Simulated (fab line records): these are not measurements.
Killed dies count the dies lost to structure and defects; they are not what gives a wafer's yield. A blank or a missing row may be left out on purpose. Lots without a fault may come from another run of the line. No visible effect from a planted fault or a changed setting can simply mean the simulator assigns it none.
fab line records || flow nand_harc
record {"lots": 4, "wafers": 12, "last_day": 32}
route steps=1302 shown A_CHANNEL_HOLE_D1@450 END@1302
lots untouched by any fault: they come from a run of this same line in which no faults occurred
start_h: the number of hours between the record's first day and the start of the first shown wafer of the lot || wait_h: time in hours since the lot's previous step || " the same as in the row above || L1.1+2: one row covering several wafers at once || - no value, or no start given || * or withheld: withheld || < > ~ a bound
route shown NAME@n: names a module that has steps shown in the file, with the first one's number in the route || usual: mean and standard deviation over wafers with no fault || same: alike in all rows || chamber/n: place in a boat || sites: readings site by site || _std_site: the values' standard deviation || _edge_site: mean of outer sites minus mean of inner sites || radius_mm: how far each site lies from the wafer's centre || mask NAME#n: copy n || behind: the most recent tool/chamber to have shaped the wafer || hold: the reason the lot was held/the length of the hold in hours/how it ended || device: names the non-switching transistor (n, p or np) || end of line: tests of these same wafers at the route's end || a step without rows: its recipe alone || killed: dies lost to structure and defects at the first sort, not the wafer's yield || map: a wafer's dies, marking killed ones x, the rest . and places with no die _
set.NAME: setting as actually run; set.NAME@STEP: the setting as run at that earlier step || model.NAME: the simulator's own value behind a step, which no gauge read
lots seen at some steps along the route; tables by step, rows by wafer
services: from which hour (start_h, from the record's first day; less than 0 if before it) a tool's chamber was out of use, for how many hours, and why
## steps
# step NHARC_A_CHANNEL_HOLE_D1_DEP_00
# recipe {"target_thk_a": 31000, "temp_c": 400, "material": "aC"}
# step NHARC_A_CHANNEL_HOLE_D1_DEP_01
# recipe {"target_thk_a": 1400, "target_thk_nm": 140, "temp_c": 400, "pressure_torr": 3.5, "flow_sccm": 200, "rf_w": 350, "material": "SiON"}
# step NHARC_A_CHANNEL_HOLE_D1_DEHYDRATE_02
# recipe {"temp_c": 150, "time_s": 120}
# step NHARC_A_CHANNEL_HOLE_D1_HMDS_03
# recipe {"time_s": 30}
# step NHARC_A_CHANNEL_HOLE_D1_COAT_36
# recipe {"temp_c": 260, "time_s": 75}
# step NHARC_A_CHANNEL_HOLE_D1_COAT_37
# recipe {"temp_c": 225, "time_s": 65}
# step NHARC_A_CHANNEL_HOLE_D1_COAT_04
# recipe {"spin_rpm": 1500, "resist_thk_nm": 90}
# step NHARC_A_CHANNEL_HOLE_D1_SOFTBAKE_05
# recipe {"temp_c": 105, "time_s": 55}
# step NHARC_A_CHANNEL_HOLE_D1_EBR_06
# step NHARC_A_CHANNEL_HOLE_D1_EXPOSE_07
# recipe {"na": 1.35, "target_cd_nm": 100, "sigma_outer": 0.3, "dose_mj": 59.65, "mask_id": "HOLE_D1"}
# step NHARC_A_CHANNEL_HOLE_D1_PEB_08
# recipe {"peb_temp_c": 100, "peb_time_s": 65}
# step NHARC_A_CHANNEL_HOLE_D1_DEVELOP_09
# recipe {"develop_time_s": 35, "dev_temp_c": 23}
{"lot.wafer": "L194.2+3+5", "tool": "litho_track-04", "chamber": 0, "start_h": 242, "wait_h": "-"}
{"lot.wafer": "L203.2+4+5", "tool": "litho_track-04", "chamber": 0, "start_h": 339, "wait_h": "-"}
{"lot.wafer": "L205.1+2+5", "tool": "litho_track-04", "chamber": 0, "start_h": 356, "wait_h": "-"}
{"lot.wafer": "L207.1+3+4", "tool": "litho_track-06", "chamber": 0, "start_h": 398, "wait_h": "-"}
# step NHARC_A_CHANNEL_HOLE_D1_CD_MEAS_10
# recipe {"target_cd_nm": 100, "landing_energy_ev": 500}
# usual {"cd_nm": "100.0/0.42"}
{"lot.wafer": "L194.2", "tool": "cd_sem-03", "chamber": 0, "start_h": 242.09, "wait_h": "-", "cd_nm": 99.3}
{"lot.wafer": "L194.3", "tool": "cd_sem-03", "chamber": 0, "start_h": 242.09, "wait_h": "-", "cd_nm": 99.5}
{"lot.wafer": "L194.5", "tool": "cd_sem-03", "chamber": 0, "start_h": 242.09, "wait_h": "-", "cd_nm": 99.7}
{"lot.wafer": "L203.2", "tool": "cd_sem-03", "chamber": 0, "start_h": 339.66, "wait_h": "-", "cd_nm": 101.7}
{"lot.wafer": "L203.4", "tool": "cd_sem-03", "chamber": 0, "start_h": 339.66, "wait_h": "-", "cd_nm": 100.0}
{"lot.wafer": "L203.5", "tool": "cd_sem-03", "chamber": 0, "start_h": 339.66, "wait_h": "-", "cd_nm": 99.5}
{"lot.wafer": "L205.1", "tool": "cd_sem-01", "chamber": 0, "start_h": 356.34, "wait_h": "-", "cd_nm": 101.7}
{"lot.wafer": "L205.2", "tool": "cd_sem-01", "chamber": 0, "start_h": 356.34, "wait_h": "-", "cd_nm": 101.2}
{"lot.wafer": "L205.5", "tool": "cd_sem-01", "chamber": 0, "start_h": 356.34, "wait_h": "-", "cd_nm": 99.9}
{"lot.wafer": "L207.1", "tool": "cd_sem-01", "chamber": 0, "start_h": 398.87, "wait_h": "-", "cd_nm": 100.9}
{"lot.wafer": "L207.3", "tool": "cd_sem-01", "chamber": 0, "start_h": 398.87, "wait_h": "-", "cd_nm": 100.0}
{"lot.wafer": "L207.4", "tool": "cd_sem-01", "chamber": 0, "start_h": 398.87, "wait_h": "-", "cd_nm": 100.8}
# step NHARC_A_CHANNEL_HOLE_D1_DESCUM_15
# recipe {"time_s": 3, "o2_flow_sccm": 200, "ar_flow_sccm": 0, "bias_power_w": 0, "chemistry": "O2"}
# usual {"drypump_motor_current_A": "5.8/0.37", "mfc_ar_sccm": "0.008/0.0098", "oes_product_au": "1.001/0.0085", "rf_vpp_V": "57.5/0.88", "showerhead_plenum_p_Torr": "1.88/0.08", "throttle_valve_pct": "11.311/0.0093"}
# same {"time_s": 3}
{"lot.wafer": "L194.3", "tool": "rie_diel-06", "chamber": 3, "start_h": 242.28, "wait_h": 0.1, "drypump_motor_current_A": 6.2, "mfc_ar_sccm": 0, "oes_product_au": 1.000, "rf_hours_counter_h": 7, "rf_vpp_V": 57.6, "showerhead_plenum_p_Torr": 1.87, "throttle_valve_pct": 11.306, "model.A_CHANNEL_HOLE_D1.cd_nm": 99.38}
{"lot.wafer": "L194.2", "tool": "rie_diel-06", "chamber": 0, "start_h": 242.28, "wait_h": 0.1, "drypump_motor_current_A": 6.1, "mfc_ar_sccm": 0.006, "oes_product_au": 0.993, "rf_hours_counter_h": 7, "rf_vpp_V": 57.5, "showerhead_plenum_p_Torr": 1.82, "throttle_valve_pct": 11.318, "model.A_CHANNEL_HOLE_D1.cd_nm": 99.21}
{"lot.wafer": "L194.5", "tool": "rie_diel-06", "chamber": 0, "start_h": 242.28, "wait_h": 0.1, "drypump_motor_current_A": 6.1, "mfc_ar_sccm": 0.006, "oes_product_au": 0.995, "rf_hours_counter_h": "-", "rf_vpp_V": 57.0, "showerhead_plenum_p_Torr": 1.82, "throttle_valve_pct": 11.307, "model.A_CHANNEL_HOLE_D1.cd_nm": 99.64}
{"lot.wafer": "L203.4", "tool": "rie_diel-06", "chamber": 0, "start_h": 339.84, "wait_h": 0.1, "drypump_motor_current_A": 6.2, "mfc_ar_sccm": 0.006, "oes_product_au": 1.004, "rf_hours_counter_h": 3, "rf_vpp_V": 57.8, "showerhead_plenum_p_Torr": 1.82, "throttle_valve_pct": 11.303, "model.A_CHANNEL_HOLE_D1.cd_nm": 99.73}
{"lot.wafer": "L203.2", "tool": "rie_diel-06", "chamber": 2, "start_h": 339.84, "wait_h": 0.1, "drypump_motor_current_A": 5.3, "mfc_ar_sccm": 0, "oes_product_au": 1.004, "rf_hours_counter_h": 4, "rf_vpp_V": 57.3, "showerhead_plenum_p_Torr": 1.77, "throttle_valve_pct": 11.318, "model.A_CHANNEL_HOLE_D1.cd_nm": 101.1}
{"lot.wafer": "L203.5", "tool": "rie_diel-06", "chamber": 0, "start_h": 339.84, "wait_h": 0.1, "drypump_motor_current_A": 6.2, "mfc_ar_sccm": 0.006, "oes_product_au": 1.001, "rf_hours_counter_h": "-", "rf_vpp_V": 56.8, "showerhead_plenum_p_Torr": 1.82, "throttle_valve_pct": 11.311, "model.A_CHANNEL_HOLE_D1.cd_nm": 99.45}
{"lot.wafer": "L205.2", "tool": "rie_diel-06", "chamber": 1, "start_h": 356.52, "wait_h": 0.1, "drypump_motor_current_A": 5.6, "mfc_ar_sccm": 0.013, "oes_product_au": 1.003, "rf_hours_counter_h": 5, "rf_vpp_V": 57.7, "showerhead_plenum_p_Torr": 1.94, "throttle_valve_pct": 11.301, "model.A_CHANNEL_HOLE_D1.cd_nm": 101.6}
{"lot.wafer": "L205.1", "tool": "rie_diel-06", "chamber": 0, "start_h": 356.52, "wait_h": 0.1, "drypump_motor_current_A": 6.1, "mfc_ar_sccm": 0.006, "oes_product_au": 0.998, "rf_hours_counter_h": 5, "rf_vpp_V": 56.6, "showerhead_plenum_p_Torr": 1.82, "throttle_valve_pct": 11.301, "model.A_CHANNEL_HOLE_D1.cd_nm": 101.1}
{"lot.wafer": "L205.5", "tool": "rie_diel-06", "chamber": 2, "start_h": 356.52, "wait_h": 0.1, "drypump_motor_current_A": 5.3, "mfc_ar_sccm": 0, "oes_product_au": 1.009, "rf_hours_counter_h": "-", "rf_vpp_V": 55.0, "showerhead_plenum_p_Torr": 1.77, "throttle_valve_pct": 11.309, "model.A_CHANNEL_HOLE_D1.cd_nm": 99.7}
{"lot.wafer": "L207.4", "tool": "rie_diel-06", "chamber": 1, "start_h": 399.06, "wait_h": 0.1, "drypump_motor_current_A": 5.6, "mfc_ar_sccm": 0.013, "oes_product_au": 0.998, "rf_hours_counter_h": 8, "rf_vpp_V": 57.4, "showerhead_plenum_p_Torr": 1.94, "throttle_valve_pct": 11.313, "model.A_CHANNEL_HOLE_D1.cd_nm": 100.8}
{"lot.wafer": "L207.3", "tool": "rie_diel-06", "chamber": 2, "start_h": 399.06, "wait_h": 0.1, "drypump_motor_current_A": 5.3, "mfc_ar_sccm": 0, "oes_product_au": 1.010, "rf_hours_counter_h": 8, "rf_vpp_V": 57.7, "showerhead_plenum_p_Torr": 1.77, "throttle_valve_pct": 11.302, "model.A_CHANNEL_HOLE_D1.cd_nm": 99.98}
{"lot.wafer": "L207.1", "tool": "rie_diel-06", "chamber": 3, "start_h": 399.06, "wait_h": 0.1, "drypump_motor_current_A": 6.2, "mfc_ar_sccm": 0, "oes_product_au": 0.998, "rf_hours_counter_h": 8, "rf_vpp_V": 57.0, "showerhead_plenum_p_Torr": 1.87, "throttle_valve_pct": 11.306, "model.A_CHANNEL_HOLE_D1.cd_nm": 100.8}
# step NHARC_A_CHANNEL_HOLE_D1_ETCH_38
# recipe {"target_depth_a": 390, "over_etch_frac": 0.3, "time_s": 65, "ion_energy_ev": 80, "cf4_flow_sccm": 150, "ar_flow_sccm": 0, "rf_w": 300, "bias_w": 100, "chemistry": "CF4"}
# step NHARC_A_CHANNEL_HOLE_D1_ETCH_39
# recipe {"target_depth_a": 2600, "over_etch_frac": 0.3, "time_s": 325, "ion_energy_ev": 200, "n2_flow_sccm": 150, "h2_flow_sccm": 150, "ar_flow_sccm": 0, "rf_w": 400, "bias_w": 150, "chemistry": "N2/H2"}
# step NHARC_A_CHANNEL_HOLE_D1_ETCH_34
# recipe {"target_depth_a": 1540, "time_s": 77, "cf4_flow_sccm": 100, "chf3_flow_sccm": 30, "ar_flow_sccm": 0, "rf_w": 500, "bias_w": 200, "chemistry": "CF4/CHF3"}
# step NHARC_A_CHANNEL_HOLE_D1_ETCH_16
# recipe {"target_depth_a": 31000, "over_etch_frac": 0.3, "time_s": 806, "ion_energy_ev": 150, "o2_flow_sccm": 400, "cos_flow_sccm": 20, "ar_flow_sccm": 0, "rf_w": 500, "bias_w": 300, "chemistry": "O2/COS"}
# step NHARC_A_CHANNEL_HOLE_D1_ETCH_19
# recipe {"bias_v": 1200, "source_w": 2500, "pressure_mtorr": 15, "time_s": 34.5, "ar_flow_sccm": 375, "c4f8_flow_sccm": 28.8, "o2_flow_sccm": 96.2, "temp_c": -20, "target_depth_a": "*", "chemistry": "C4F8/O2/Ar"}
# step NHARC_A_CHANNEL_HOLE_D1_ETCH_20
# recipe {"bias_v": 3000, "source_w": "withheld", "pressure_mtorr": 20, "time_s": 361.9, "ar_flow_sccm": 375, "c4f8_flow_sccm": 89.3, "o2_flow_sccm": 35.7, "temp_c": -20, "target_depth_a": 16000, "chemistry": "C4F8/O2/Ar"}
# step NHARC_A_CHANNEL_HOLE_D1_ETCH_21
# recipe {"bias_v": 3000, "source_w": "withheld", "pressure_mtorr": 20, "time_s": 514.3, "ar_flow_sccm": 375, "c4f8_flow_sccm": 89.3, "o2_flow_sccm": 35.7, "temp_c": -20, "target_depth_a": 16000, "chemistry": "C4F8/O2/Ar"}
# step NHARC_A_CHANNEL_HOLE_D1_ETCH_22
# recipe {"bias_v": 3000, "source_w": "withheld", "pressure_mtorr": 20, "time_s": 666.7, "ar_flow_sccm": 375, "c4f8_flow_sccm": 89.3, "o2_flow_sccm": 35.7, "temp_c": -20, "target_depth_a": 16000, "chemistry": "C4F8/O2/Ar"}
# step NHARC_A_CHANNEL_HOLE_D1_ETCH_23
# recipe {"bias_v": 5000, "source_w": "withheld", "pressure_mtorr": 20, "time_s": 819, "ar_flow_sccm": 375, "c4f8_flow_sccm": 89.3, "o2_flow_sccm": 35.7, "temp_c": -20, "target_depth_a": 16000, "chemistry": "C4F8/O2/Ar"}
# step NHARC_A_CHANNEL_HOLE_D1_ETCH_24
# recipe {"bias_v": 5000, "source_w": "withheld", "pressure_mtorr": 20, "time_s": 906.2, "ar_flow_sccm": 375, "c4f8_flow_sccm": 93.8, "o2_flow_sccm": 31.2, "temp_c": -20, "target_depth_a": 15000, "chemistry": "C4F8/O2/Ar"}
# step NHARC_A_CHANNEL_HOLE_D1_ETCH_25
# recipe {"bias_v": 5000, "source_w": "withheld", "pressure_mtorr": 20, "time_s": 1040.2, "ar_flow_sccm": 375, "c4f8_flow_sccm": 93.8, "o2_flow_sccm": 31.2, "temp_c": -20, "target_depth_a": 15000, "chemistry": "C4F8/O2/Ar"}
# step NHARC_A_CHANNEL_HOLE_D1_ETCH_26
# recipe {"bias_v": 300, "source_w": 2000, "pressure_mtorr": 30, "time_s": 224.1, "ar_flow_sccm": 375, "c4f8_flow_sccm": 11.4, "o2_flow_sccm": 113.6, "temp_c": -20, "target_depth_a": 3000, "chemistry": "C4F8/O2/Ar"}
# step NHARC_A_CHANNEL_HOLE_D1_ETCH_33
# recipe {"bias_v": 400, "source_w": 2000, "pressure_mtorr": 25, "time_s": 90, "ar_flow_sccm": 375, "c4f8_flow_sccm": 41.7, "o2_flow_sccm": 83.3, "temp_c": -20, "target_depth_a": 4000, "chemistry": "C4F8/O2/Ar"}
# step NHARC_A_CHANNEL_HOLE_D1_STRIP_41
# recipe {"n2_flow_sccm": 150, "h2_flow_sccm": 150, "ar_flow_sccm": 0, "bias_w": 0, "chemistry": "N2/H2"}
# step NHARC_A_CHANNEL_HOLE_D1_STRIP_42
# recipe {"cf4_flow_sccm": 100, "chf3_flow_sccm": 30, "ar_flow_sccm": 0, "bias_w": 0, "chemistry": "CF4/CHF3"}
# step NHARC_A_CHANNEL_HOLE_D1_STRIP_43
# recipe {"o2_flow_sccm": 400, "cos_flow_sccm": 20, "ar_flow_sccm": 0, "bias_w": 0, "chemistry": "O2/COS"}
# step NHARC_A_CHANNEL_HOLE_D1_ETCH_44
# recipe {"target_depth_a": 1400, "overetch_a": 140, "time_s": 77, "ion_energy_ev": 100, "cf4_flow_sccm": 80, "o2_flow_sccm": 20, "ar_flow_sccm": 0, "rf_w": 300, "bias_w": 100, "chemistry": "CF4/O2"}
# usual {"drypump_motor_current_A": "5.8/0.38", "mfc_ar_sccm": "0.007/0.0096", "oes_f_703_au": "1.000/0.0048", "oes_product_au": "1.001/0.0084", "rf_vpp_V": "197.5/1.3", "showerhead_plenum_p_Torr": "1.31/0.051", "throttle_valve_pct": "13.398/0.0084"}
# same {"time_s": 77}
{"lot.wafer": "L194.3", "tool": "rie_diel-06", "chamber": 0, "start_h": 248.89, "wait_h": 0.1, "drypump_motor_current_A": 6.1, "mfc_ar_sccm": 0.006, "oes_f_703_au": 1.002, "oes_product_au": 1.006, "rf_hours_counter_h": 9, "rf_vpp_V": 196.9, "showerhead_plenum_p_Torr": 1.27, "throttle_valve_pct": 13.389, "model.A_CHANNEL_HOLE_D1.cd_nm": 89.86}
{"lot.wafer": "L194.2", "tool": "rie_diel-06", "chamber": 1, "start_h": 248.89, "wait_h": 0.1, "drypump_motor_current_A": 5.6, "mfc_ar_sccm": 0.013, "oes_f_703_au": 0.998, "oes_product_au": 0.995, "rf_hours_counter_h": 9, "rf_vpp_V": 198.6, "showerhead_plenum_p_Torr": 1.35, "throttle_valve_pct": 13.398, "model.A_CHANNEL_HOLE_D1.cd_nm": 89.73}
{"lot.wafer": "L194.5", "tool": "rie_diel-06", "chamber": 0, "start_h": 248.89, "wait_h": 0.1, "drypump_motor_current_A": 6.1, "mfc_ar_sccm": 0.006, "oes_f_703_au": 1.004, "oes_product_au": 1.010, "rf_hours_counter_h": "-", "rf_vpp_V": 195.8, "showerhead_plenum_p_Torr": 1.27, "throttle_valve_pct": 13.410, "model.A_CHANNEL_HOLE_D1.cd_nm": 89.52}
{"lot.wafer": "L203.2", "tool": "rie_diel-06", "chamber": 0, "start_h": 350.34, "wait_h": 0.1, "drypump_motor_current_A": 6.1, "mfc_ar_sccm": 0.006, "oes_f_703_au": 1.003, "oes_product_au": 1.001, "rf_hours_counter_h": 5, "rf_vpp_V": 196.6, "showerhead_plenum_p_Torr": 1.27, "throttle_valve_pct": 13.400, "model.A_CHANNEL_HOLE_D1.cd_nm": 92.18}
{"lot.wafer": "L203.4", "tool": "rie_diel-06", "chamber": 1, "start_h": 350.34, "wait_h": 0.1, "drypump_motor_current_A": 5.6, "mfc_ar_sccm": 0.013, "oes_f_703_au": 0.996, "oes_product_au": 0.990, "rf_hours_counter_h": 5, "rf_vpp_V": 197.5, "showerhead_plenum_p_Torr": 1.35, "throttle_valve_pct": 13.406, "model.A_CHANNEL_HOLE_D1.cd_nm": 89.44}
{"lot.wafer": "L203.5", "tool": "rie_diel-06", "chamber": 3, "start_h": 350.34, "wait_h": 0.1, "drypump_motor_current_A": 6.2, "mfc_ar_sccm": 0, "oes_f_703_au": 0.999, "oes_product_au": 1.004, "rf_hours_counter_h": "-", "rf_vpp_V": 196.3, "showerhead_plenum_p_Torr": 1.30, "throttle_valve_pct": 13.393, "model.A_CHANNEL_HOLE_D1.cd_nm": 90.2}
{"lot.wafer": "L205.2", "tool": "rie_diel-06", "chamber": 3, "start_h": 368.72, "wait_h": 0.1, "drypump_motor_current_A": 6.2, "mfc_ar_sccm": 0, "oes_f_703_au": 1.004, "oes_product_au": 0.984, "rf_hours_counter_h": 7, "rf_vpp_V": 198.3, "showerhead_plenum_p_Torr": 1.30, "throttle_valve_pct": 13.413, "model.A_CHANNEL_HOLE_D1.cd_nm": 91.29}
{"lot.wafer": "L205.1", "tool": "rie_diel-06", "chamber": 1, "start_h": 368.72, "wait_h": 0.1, "drypump_motor_current_A": 5.6, "mfc_ar_sccm": 0.013, "oes_f_703_au": 1.005, "oes_product_au": 0.989, "rf_hours_counter_h": 6, "rf_vpp_V": 199.4, "showerhead_plenum_p_Torr": 1.35, "throttle_valve_pct": 13.402, "model.A_CHANNEL_HOLE_D1.cd_nm": 92.03}
{"lot.wafer": "L205.5", "tool": "rie_diel-06", "chamber": 3, "start_h": 368.72, "wait_h": 0.1, "drypump_motor_current_A": 6.2, "mfc_ar_sccm": 0, "oes_f_703_au": 1.004, "oes_product_au": 1.001, "rf_hours_counter_h": "-", "rf_vpp_V": 197.7, "showerhead_plenum_p_Torr": 1.30, "throttle_valve_pct": 13.400, "model.A_CHANNEL_HOLE_D1.cd_nm": 90.27}
{"lot.wafer": "L207.1", "tool": "rie_diel-04", "chamber": 0, "start_h": 404.98, "wait_h": 0.1, "drypump_motor_current_A": 5.6, "mfc_ar_sccm": 0.001, "oes_f_703_au": 1.008, "oes_product_au": 1.003, "rf_hours_counter_h": 11, "rf_vpp_V": 199.6, "showerhead_plenum_p_Torr": 1.38, "throttle_valve_pct": 13.400, "model.A_CHANNEL_HOLE_D1.cd_nm": 91.99}
{"lot.wafer": "L207.4", "tool": "rie_diel-04", "chamber": 2, "start_h": 404.98, "wait_h": 0.1, "drypump_motor_current_A": 5.9, "mfc_ar_sccm": 0, "oes_f_703_au": 0.999, "oes_product_au": 0.988, "rf_hours_counter_h": 14, "rf_vpp_V": 199.0, "showerhead_plenum_p_Torr": 1.36, "throttle_valve_pct": 13.395, "model.A_CHANNEL_HOLE_D1.cd_nm": 92.13}
{"lot.wafer": "L207.3", "tool": "rie_diel-04", "chamber": 3, "start_h": 404.98, "wait_h": 0.1, "drypump_motor_current_A": 5.0, "mfc_ar_sccm": 0.003, "oes_f_703_au": 0.996, "oes_product_au": 1.005, "rf_hours_counter_h": 13, "rf_vpp_V": 198.0, "showerhead_plenum_p_Torr": 1.31, "throttle_valve_pct": 13.408, "model.A_CHANNEL_HOLE_D1.cd_nm": 90.08}
# step NHARC_A_CHANNEL_HOLE_D1_STRIP_27
# recipe {"o2_flow_sccm": 500, "ar_flow_sccm": 0, "bias_w": 0, "chemistry": "O2"}
# step NHARC_END_SORT_01
# recipe {"temp_c": 25}
# usual {"killed_at_array": "62/16", "killed_at_other": "0.8/1.1", "killed_at_periphery": "4/3.2", "killed_dies": "67/16", "killed_open": "3.5/1.9", "killed_short": "2.1/1.5"}
# same {"gross_dies": 677}
{"lot.wafer": "L203.2", "tool": "prober-01", "chamber": 0, "start_h": 733.04, "wait_h": 2.8, "killed_at_array": 89, "killed_at_other": 0, "killed_at_periphery": 8, "killed_dies": 97, "killed_open": 4, "killed_short": 0}
{"lot.wafer": "L203.4", "tool": "prober-01", "chamber": 0, "start_h": 734.65, "wait_h": 3.4, "killed_at_array": 75, "killed_at_other": 3, "killed_at_periphery": 5, "killed_dies": 83, "killed_open": 4, "killed_short": 0}
{"lot.wafer": "L203.5", "tool": "prober-01", "chamber": 0, "start_h": 735.45, "wait_h": 3.7, "killed_at_array": 62, "killed_at_other": 4, "killed_at_periphery": 4, "killed_dies": 70, "killed_open": 1, "killed_short": 0}
# killed by level:class
L203.2 A_CHANNEL_HOLE_D1:chamber_film_flake=41 A_SLIT:chamber_film_flake=34 P_CONTACT:chamber_film_flake=5 A_BLC:chamber_film_flake=5 P_GATE:chamber_film_flake=2 A_DECK1_JOINT:chamber_film_flake=2 P_GATE:geometric_particle:open=1 A_DECK1_JOINT:geometric_particle:open=1
L203.4 A_SLIT:chamber_film_flake=38 A_CHANNEL_HOLE_D1:chamber_film_flake=30 P_CONTACT:chamber_film_flake=4 A_DECK1_JOINT:geometric_particle:open=2 A_CONTACT:chamber_film_flake=2 THIN_TSV:chamber_film_flake=2 P_CONTACT:geometric_particle:open=1 STARTING-WAFER:geometric_particle:open=1
L203.5 A_SLIT:chamber_film_flake=32 A_CHANNEL_HOLE_D1:chamber_film_flake=22 THIN_TSV:chamber_film_flake=4 A_BLC:chamber_film_flake=3 P_CONTACT:chamber_film_flake=2 A_WL_FILL:chamber_film_flake=2 P_CONTACT:geometric_particle:open=1 P_GATE:chamber_film_flake=1
## services
{"tool": "rie_diel-06", "chamber": 0, "start_h": 237.21, "hours": "-", "kind": "clean"}
{"tool": "rie_diel-06", "chamber": 1, "start_h": 237.21, "hours": "-", "kind": "clean"}
{"tool": "rie_diel-06", "chamber": 2, "start_h": 237.21, "hours": "-", "kind": "clean"}
{"tool": "rie_diel-06", "chamber": 3, "start_h": 237.21, "hours": "-", "kind": "clean"}
{"tool": "rie_diel-06", "chamber": 2, "start_h": 239.53, "hours": 19.5, "kind": "repair"}
{"tool": "rie_diel-06", "chamber": 0, "start_h": 261.71, "hours": "-", "kind": "clean"}
{"tool": "rie_diel-06", "chamber": 1, "start_h": 261.71, "hours": "-", "kind": "clean"}
{"tool": "rie_diel-06", "chamber": 2, "start_h": 261.71, "hours": "-", "kind": "clean"}
{"tool": "rie_diel-06", "chamber": 3, "start_h": 261.71, "hours": "-", "kind": "clean"}
{"tool": "rie_diel-06", "chamber": 0, "start_h": 286.21, "hours": "-", "kind": "clean"}
{"tool": "rie_diel-06", "chamber": 1, "start_h": 286.21, "hours": "-", "kind": "clean"}
{"tool": "rie_diel-06", "chamber": 2, "start_h": 286.21, "hours": "-", "kind": "clean"}
{"tool": "rie_diel-06", "chamber": 3, "start_h": 286.21, "hours": "-", "kind": "clean"}
{"tool": "rie_diel-06", "chamber": 0, "start_h": 294.94, "hours": 3.8, "kind": "repair"}
{"tool": "rie_diel-06", "chamber": "-", "start_h": 307.20, "hours": 9.0, "kind": "pm"}
{"tool": "rie_diel-06", "chamber": 0, "start_h": 307.20, "hours": 9.0, "kind": "vent_cycle"}
{"tool": "rie_diel-06", "chamber": 1, "start_h": 307.20, "hours": 9.0, "kind": "vent_cycle"}
{"tool": "rie_diel-06", "chamber": 2, "start_h": 307.20, "hours": 9.0, "kind": "vent_cycle"}
{"tool": "rie_diel-06", "chamber": 3, "start_h": 307.20, "hours": 9.0, "kind": "vent_cycle"}
{"tool": "rie_diel-06", "chamber": 0, "start_h": 316.20, "hours": "-", "kind": "clean"}
{"tool": "litho_track-06", "chamber": "-", "start_h": 354.00, "hours": 7.0, "kind": "pm"}
{"tool": "rie_diel-04", "chamber": "-", "start_h": 354.90, "hours": 9.0, "kind": "pm"}
{"tool": "litho_track-04", "chamber": "-", "start_h": 378.00, "hours": 7.0, "kind": "pm"}
{"tool": "rie_diel-06", "chamber": "-", "start_h": 403.36, "hours": 1.3, "kind": "repair"}
## key
first_sign {"step": "NHARC_A_CHANNEL_HOLE_D1_CD_MEAS_10", "reading": "cd_nm", "direction": "up", "sigmas": 3.7, "usual": 100.0, "struck": 101.5}
effect none on later readings
model_effect {"step": "NHARC_A_CHANNEL_HOLE_D1_DESCUM_15", "value": "A_CHANNEL_HOLE_D1.cd_nm", "without": 99.21, "struck": 101.3}
model_effect {"step": "NHARC_A_CHANNEL_HOLE_D1_ETCH_44", "value": "A_CHANNEL_HOLE_D1.cd_nm", "without": 89.8, "struck": 91.84}
met_at NHARC_A_CHANNEL_HOLE_D1_DEVELOP_09
struck_wafers L203.2,L205.1,L205.2
tester_left_out L203,L205
onset_between 242 339
fault {"kind": "process_parameter_drift", "tool": "litho_track-04", "chamber": "-", "onset_h": 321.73, "steps": "NHARC_A_CHANNEL_HOLE_D1_DEVELOP_09", "channel": "develop_time_s", "offset": "*", "shape": "step", "end_h": 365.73, "scope": "struck_wafers_only", "acts_in": "*", "stated": "*"}
# tester_left_out: of these lots the tester's yield and bins aren't shown, on N5 and GAA mostly nor the transistor test; their killed dies are dies lost to structure and defects alone, not to doping, threshold or leakage, so they don't give the yield
